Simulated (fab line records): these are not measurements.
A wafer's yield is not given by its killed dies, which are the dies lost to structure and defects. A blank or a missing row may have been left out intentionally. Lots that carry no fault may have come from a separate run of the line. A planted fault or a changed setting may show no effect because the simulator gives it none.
Matching of chambers ; flow nandHarc ; NHARC_A_CHANNEL_FILL_D1_ALD_16 on aldHk-02 has 4 sister chambers
The step deposits SiO2, target thk 1.5 nm, pulse time 10 s, ald cycles 15. 4 wafers are shown with their chamber, then 8 later ones without.

## WAFERS PAIRED WITH THEIR CHAMBERS
wafer;chamber;heaterPowerW (W)
L688.1;2;527
L688.2;3;524
L688.4;0;426
L692.2;1;464

## WAFERS WHOSE CHAMBER IS MISSING
wafer;heaterPowerW (W)
L692.3;513
L692.5;531
L698.2;460
L698.4;534
L698.5;550
L700.2;534
L700.4;437
L700.6;440

## WHICH CHAMBER EACH WENT THROUGH
wafer;from the rows above;in truth
L692.3;can't be placed: 3 or 2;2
L692.5;can't be placed: 2 or 3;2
L698.2;1;1
L698.4;can't be placed: 2 or 3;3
L698.5;can't be placed: 2 or 3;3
L700.2;can't be placed: 2 or 3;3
L700.4;can't be placed: 0 or 1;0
L700.6;can't be placed: 0 or 1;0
Placed correctly: 1 of 8. Can't be placed from these rows: 7 (the true chamber is among the candidates in 7). Number placed wrongly: 0.
How it was worked out, from the rows above alone: a wafer's distance from a chamber is the root of the sum, over the readings, of the square of ((its reading less the chamber's mean) divided by the reading's scatter). If the next closest chamber is less than 2 further off than the closest, the wafer can't be placed; otherwise it belongs to the closest. A chamber's mean is the mean of its shown wafers. The scatter: with one shown wafer a chamber, the root of the mean of the squares of how far each hidden wafer lies from its nearest shown one.
